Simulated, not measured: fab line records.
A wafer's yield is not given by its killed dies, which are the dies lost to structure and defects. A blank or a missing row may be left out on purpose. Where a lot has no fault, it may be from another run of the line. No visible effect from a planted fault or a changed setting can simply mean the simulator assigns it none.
fab line records -- flow nand-harc
record: lots: 13, wafers: 39, last-day: 24
route steps=1159 shown A_CONTACT@951 A_BLC@976
lots untouched by any fault: they come from a run of this same line in which no faults occurred
start-h: the number of hours between the record's first day and the start of the first shown wafer of the lot -- wait-h: how many hours have passed since the lot's step before this one -- " the same as in the row above -- L1.1+2: one row covering several wafers at once -- - value missing, or start not given -- * or withheld: withheld -- < > ~ a bound
route shown NAME@n: a module of which the file shows steps, and the number in the route of the first -- usual: mean/standard deviation of fault-free wafers -- same: alike in all rows -- chamber/n: place in a boat -- sites: each site's reading -- _std_site: how widely they spread, as a standard deviation -- _edge_site: mean of outer sites minus mean of inner sites -- radius-mm: how far each site lies from the wafer's centre -- mask NAME#n: copy n -- behind: the last tool/chamber to shape the wafer -- hold: reason for holding the lot/hours on hold/outcome of the hold -- device: which transistor (n, p or np) failed to switch -- end of line: at the end of the route, the tests of the same wafers -- for a step that has no rows: nothing shown but its recipe -- killed: dies that structure and defects cost at the first sort, which is not the same as the wafer's yield -- map: per-die view of a wafer (x killed, . not killed, _ where there is no die)
set.NAME: the setting as run; set.NAME@STEP: as run at that earlier step -- model.NAME: the simulator's own value behind a step, which no gauge read
a sample of lots followed through the steps of the route, with each step as a table and each wafer as a row
services: when a tool's chamber went out of use (start-h, in hours from the record's first day, below 0 if earlier), for how many hours, and the reason
== steps ==
step: NHARC_A_CONTACT_CD_MEAS_15
usual: cd-nm: 89.9/0.55
lot.wafer,tool,chamber,start-h,wait-h,cd-nm
L949.3,cd-sem-02,-,389.05,-,88.5
L949.4,cd-sem-02,-,389.05,-,88.8
L949.6,cd-sem-02,-,389.05,-,89.8
L950.1,cd-sem-02,-,395.21,-,89.7
L950.4,cd-sem-02,-,395.21,-,89.7
L950.6,cd-sem-02,-,395.21,-,90.0
L952.1,cd-sem-02,-,401.86,-,89.7
L952.4,cd-sem-02,-,401.86,-,90.5
L952.6,cd-sem-02,-,401.86,-,90.3
L956.1,cd-sem-03,-,436.66,-,89.8
L956.2,cd-sem-03,-,436.66,-,89.9
L956.5,cd-sem-03,-,436.66,-,89.3
L966.2,cd-sem-01,-,484.41,-,89.2
L966.3,cd-sem-01,-,484.41,-,90.3
L966.6,cd-sem-01,-,484.41,-,90.1
L963.3,cd-sem-03,-,487.82,-,89.6
L963.4,cd-sem-03,-,487.82,-,90.0
L963.6,cd-sem-03,-,487.82,-,89.8
L965.1,cd-sem-02,-,492.88,-,90.0
L965.2,cd-sem-02,-,492.88,-,89.5
L965.6,cd-sem-02,-,492.88,-,89.6
L964.4,cd-sem-02,-,494.81,-,89.7
L964.5,cd-sem-02,-,494.81,-,89.8
L964.6,cd-sem-02,-,494.81,-,89.9
L967.2,cd-sem-03,-,502.64,-,90.0
L967.3,cd-sem-03,-,502.64,-,91.0
L967.6,cd-sem-03,-,502.64,-,90.3
L968.2,cd-sem-02,-,507.65,-,90.0
L968.5,cd-sem-02,-,507.65,-,89.4
L968.6,cd-sem-02,-,507.65,-,89.9
L969.1,cd-sem-03,-,521.69,-,90.6
L969.2,cd-sem-03,-,521.69,-,89.3
L969.4,cd-sem-03,-,521.69,-,89.8
L972.4,cd-sem-03,-,526.52,-,90.5
L972.5,cd-sem-03,-,526.52,-,90.1
L972.6,cd-sem-03,-,526.52,-,89.5
L971.1,cd-sem-03,-,528.46,-,89.9
L971.3,cd-sem-03,-,528.46,-,90.3
L971.4,cd-sem-03,-,528.46,-,91.1
step: NHARC_A_BLC_INSPECT_12
usual: raw-defect-count: 29/13
lot.wafer,tool,chamber,start-h,wait-h,raw-defect-count
L949.3,defect-inspect-02,-,397.21,0.0,25
L949.4,defect-inspect-02,-,397.21,0.0,18
L949.6,defect-inspect-02,-,397.21,0.0,27
L950.1,defect-inspect-01,-,398.31,0.0,5
L950.4,defect-inspect-01,-,398.31,0.0,10
L950.6,defect-inspect-01,-,398.31,0.0,8
L952.1,defect-inspect-02,-,405.06,0.0,22
L952.4,defect-inspect-02,-,405.06,0.0,37
L952.6,defect-inspect-02,-,405.06,0.0,29
L956.1,defect-inspect-02,-,440.87,0.0,38
L956.2,defect-inspect-02,-,440.87,0.0,45
L956.5,defect-inspect-02,-,440.87,0.0,37
L966.2,defect-inspect-02,-,487.75,0.0,33
L966.3,defect-inspect-02,-,487.75,0.0,31
L966.6,defect-inspect-02,-,487.75,0.0,41
L963.3,defect-inspect-01,-,494.64,0.0,36
L963.4,defect-inspect-01,-,494.64,0.0,33
L963.6,defect-inspect-01,-,494.64,0.0,28
L965.1,defect-inspect-01,-,500.49,0.0,55
L965.2,defect-inspect-01,-,500.49,0.0,54
L965.6,defect-inspect-01,-,500.49,0.0,44
L964.4,defect-inspect-02,-,500.99,0.0,13
L964.5,defect-inspect-02,-,500.99,0.0,25
L964.6,defect-inspect-02,-,500.99,0.0,19
L967.2,defect-inspect-01,-,509.85,0.0,36
L967.3,defect-inspect-01,-,509.85,0.0,32
L967.6,defect-inspect-01,-,509.85,0.0,42
L968.2,defect-inspect-01,-,514.78,0.0,50
L968.5,defect-inspect-01,-,514.78,0.0,32
L968.6,defect-inspect-01,-,514.78,0.0,45
L969.1,defect-inspect-01,-,525.42,0.0,55
L969.2,defect-inspect-01,-,525.42,0.0,53
L969.4,defect-inspect-01,-,525.42,0.0,49
L972.4,defect-inspect-02,-,533.60,0.0,15
L972.5,defect-inspect-02,-,533.60,0.0,19
L972.6,defect-inspect-02,-,533.60,0.0,19
L971.1,defect-inspect-02,-,535.53,0.0,41
L971.3,defect-inspect-02,-,535.53,0.0,24
L971.4,defect-inspect-02,-,535.53,0.0,42
step: NHARC_A_BLC_ETCH_16
recipe: target-depth-a: 390, over-etch-frac: 0.3, time-s: 65, ion-energy-ev: 80, cf4-flow-sccm: 150, ar-flow-sccm: 0, rf-w: 300, bias-w: 100, chemistry: CF4
usual: bias-w: 100.0/0.31, drypump-motor-current-A: 5.90/0.29, oes-product-au: 1.001/0.012, rf-vpp-V: 151.8/1.3, showerhead-plenum-p-Torr: 1.80/0.07, throttle-valve-pct: 13.285/0.0091
same: over-etch-frac: 0.3
lot.wafer,tool,chamber,start-h,wait-h,bias-w,drypump-motor-current-A,oes-product-au,rf-hours-counter-h,rf-vpp-V,showerhead-plenum-p-Torr,throttle-valve-pct
L949.3,rie-diel-13,1,397.81,0.5,99.8,5.71,0.984,12,152.0,1.86,13.292
L949.6,rie-diel-13,0,397.81,0.5,100.3,5.66,1.003,-,151.4,1.72,13.264
L949.4,rie-diel-13,1,397.81,0.5,100.2,5.71,0.992,-,152.7,1.86,13.275
L950.4,rie-diel-02,1,398.53,0.1,99.7,6.39,1.005,5,151.6,1.73,13.292
L950.1,rie-diel-02,0,398.53,0.1,100.5,5.82,0.982,5,152.1,1.88,13.269
L950.6,rie-diel-02,1,398.53,0.1,99.6,6.41,1.007,-,149.6,1.73,13.303
L952.4,rie-diel-02,0,405.22,0.1,100.1,5.80,0.851,7,155.2,1.87,13.300
L952.1,rie-diel-02,1,405.22,0.1,99.7,6.34,0.860,7,150.6,1.73,13.278
L952.6,rie-diel-02,0,405.22,0.1,100.3,5.80,0.989,-,153.8,1.87,13.282
L956.2,rie-diel-13,3,441.01,0.1,100.4,6.16,0.992,17,152.7,1.89,13.281
L956.1,rie-diel-13,0,441.01,0.1,99.5,5.66,1.023,16,151.0,1.72,13.265
L956.5,rie-diel-13,3,441.01,0.1,100.1,6.18,1.004,-,152.3,1.89,13.289
L966.3,rie-diel-02,0,487.90,0.1,99.7,5.82,0.999,13,152.6,1.87,13.283
L966.2,rie-diel-02,2,487.90,0.1,100.1,5.70,0.990,16,150.7,1.72,13.288
L966.6,rie-diel-02,1,487.90,0.1,99.5,6.40,0.999,-,150.6,1.73,13.276
L963.4,rie-diel-13,1,494.78,0.1,99.8,5.68,1.022,3,152.7,1.86,13.286
L963.3,rie-diel-13,3,494.78,0.1,100.4,6.21,0.990,3,153.0,1.88,13.295
L963.6,rie-diel-13,1,494.78,0.1,100.4,5.72,1.013,-,150.8,1.86,13.301
L965.1,rie-diel-13,0,500.64,0.1,99.9,5.66,1.026,4,151.6,1.72,13.286
L965.2,rie-diel-13,3,500.64,0.1,99.8,6.19,0.994,3,153.4,1.88,13.307
L965.6,rie-diel-13,0,500.64,0.1,99.7,5.66,1.028,-,150.2,1.72,13.293
L964.5,rie-diel-02,1,501.18,0.1,100.1,6.39,1.004,-,150.1,1.73,13.282
L964.6,rie-diel-02,3,501.18,0.1,100.1,6.07,1.017,-,152.5,1.86,13.288
L964.4,rie-diel-02,0,501.18,0.1,100.0,5.76,1.002,-,153.1,1.87,13.294
L967.2,rie-diel-13,1,509.99,0.1,100.1,5.68,1.009,4,155.2,1.86,13.285
L967.3,rie-diel-13,0,509.99,0.1,99.8,5.64,1.025,5,151.9,1.72,13.293
L967.6,rie-diel-13,1,509.99,0.1,100.2,5.72,1.004,-,152.6,1.86,13.276
L968.2,rie-diel-02,0,514.94,0.1,100.1,5.85,1.005,0,153.3,1.87,13.298
L968.6,rie-diel-02,2,514.94,0.1,99.9,5.68,1.007,-,151.3,1.72,13.271
L968.5,rie-diel-02,3,514.94,0.1,100.9,6.07,1.000,-,154.0,1.86,13.298
L969.4,rie-diel-02,1,525.57,0.1,100.1,6.40,0.995,1,151.8,1.72,13.275
L969.2,rie-diel-02,3,525.57,0.1,100.3,6.08,1.013,1,152.7,1.86,13.292
L969.1,rie-diel-02,0,525.57,0.1,99.7,5.82,1.002,1,152.9,1.87,13.294
L972.4,rie-diel-13,2,533.74,0.1,99.7,5.71,0.993,8,151.4,1.75,13.269
L972.6,rie-diel-13,2,533.74,0.1,99.7,5.72,1.001,-,150.7,1.75,13.286
L972.5,rie-diel-13,3,533.74,0.1,99.5,6.18,0.977,-,152.8,1.88,13.286
L971.1,rie-diel-13,1,535.69,0.1,99.9,5.74,1.000,8,151.4,1.86,13.288
L971.3,rie-diel-13,2,535.69,0.1,99.6,5.74,0.995,9,151.3,1.75,13.284
L971.4,rie-diel-13,3,535.69,0.1,100.2,6.15,0.983,8,151.9,1.88,13.305
step: NHARC_A_BLC_DEGAS_30
recipe: temp-c: 300, time-s: 60
usual: heater-power-w: 491/58
lot.wafer,tool,chamber,start-h,wait-h,heater-power-w
L949.4,pvd-sputter-03,-,399.40,-,431
L949.3,pvd-sputter-03,-,399.40,-,437
L949.6,pvd-sputter-03,-,399.40,-,532
L950.4,pvd-sputter-03,-,400.15,-,597
L950.1,pvd-sputter-03,-,400.15,-,449
L950.6,pvd-sputter-03,-,400.15,-,584
L952.4,pvd-sputter-03,-,406.72,-,518
L952.1,pvd-sputter-03,-,406.72,-,602
L952.6,pvd-sputter-03,-,406.72,-,608
L956.2,pvd-sputter-03,-,442.50,-,597
L956.1,pvd-sputter-03,-,442.50,-,523
L956.5,pvd-sputter-03,-,442.50,-,602
L966.3,pvd-sputter-01,-,489.43,-,434
L966.2,pvd-sputter-01,-,489.43,-,523
L966.6,pvd-sputter-01,-,489.43,-,455
L963.4,pvd-sputter-01,-,496.31,-,448
L963.3,pvd-sputter-01,-,496.31,-,436
L963.6,pvd-sputter-01,-,496.31,-,459
L965.2,pvd-sputter-03,-,502.12,-,507
L965.1,pvd-sputter-03,-,502.12,-,460
L965.6,pvd-sputter-03,-,502.12,-,610
L964.4,pvd-sputter-01,-,502.83,-,465
L964.6,pvd-sputter-01,-,502.83,-,434
L964.5,pvd-sputter-01,-,502.83,-,451
L967.3,pvd-sputter-01,-,511.99,-,487
L967.2,pvd-sputter-01,-,511.99,-,453
L967.6,pvd-sputter-01,-,511.99,-,505
L968.2,pvd-sputter-02,-,516.43,-,409
L968.6,pvd-sputter-02,-,516.43,-,511
L968.5,pvd-sputter-02,-,516.43,-,400
L969.4,pvd-sputter-01,-,527.33,-,486
L969.2,pvd-sputter-01,-,527.33,-,504
L969.1,pvd-sputter-01,-,527.33,-,488
L972.4,pvd-sputter-03,-,535.22,-,448
L972.6,pvd-sputter-03,-,535.22,-,464
L972.5,pvd-sputter-03,-,535.22,-,495
L971.1,pvd-sputter-01,-,537.19,-,498
L971.3,pvd-sputter-01,-,537.19,-,492
L971.4,pvd-sputter-01,-,537.19,-,475
== services ==
tool,chamber,start-h,hours,kind
rie-diel-13,0,383.01,-,clean
rie-diel-13,1,383.01,-,clean
rie-diel-13,2,383.01,-,clean
rie-diel-13,3,383.01,-,clean
rie-diel-13,2,394.25,3.6,repair
pvd-sputter-02,-,396.88,10.0,pm
rie-diel-13,0,407.51,-,clean
rie-diel-13,1,407.51,-,clean
rie-diel-13,2,407.51,-,clean
rie-diel-13,3,407.51,-,clean
pvd-sputter-03,-,415.59,1.0,repair
rie-diel-13,0,432.01,-,clean
rie-diel-13,1,432.01,-,clean
rie-diel-13,2,432.01,-,clean
rie-diel-13,3,432.01,-,clean
rie-diel-13,-,453.00,9.0,pm
pvd-sputter-03,-,458.01,10.0,pm
rie-diel-02,0,464.72,7.9,repair
rie-diel-13,3,469.46,6.8,repair
rie-diel-13,1,487.77,3.1,repair
rie-diel-02,2,493.56,11.3,repair
rie-diel-02,-,504.71,9.0,pm
pvd-sputter-01,-,514.02,10.0,pm
rie-diel-13,-,536.47,0.5,repair
== key ==
first-sign: step: NHARC_A_BLC_ETCH_16, reading: oes-product-au, direction: down, sigmas: 12, usual: 1.001, struck: 0.855
effect none on later readings
met-at NHARC_A_BLC_ETCH_16
struck-lots L952
struck-wafers L952.1,L952.4
tester-left-out L952
not-acting-at NHARC_A_CONTACT_CD_MEAS_15,NHARC_A_BLC_INSPECT_12,NHARC_A_BLC_DEGAS_30
onset-between 398.53 405.22
fault: kind: process-parameter-drift, tool: rie-diel-02, chamber: -, onset-h: 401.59, steps: NHARC_A_BLC_ETCH_16, channel: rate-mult, offset: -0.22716, shape: step, end-h: 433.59, scope: struck-wafers-only
tester-left-out: of these lots the tester's yield and bins aren't shown, on N5 and GAA mostly nor the transistor test; their killed dies are dies lost to structure and defects alone, not to doping, threshold or leakage, so they don't give the yield
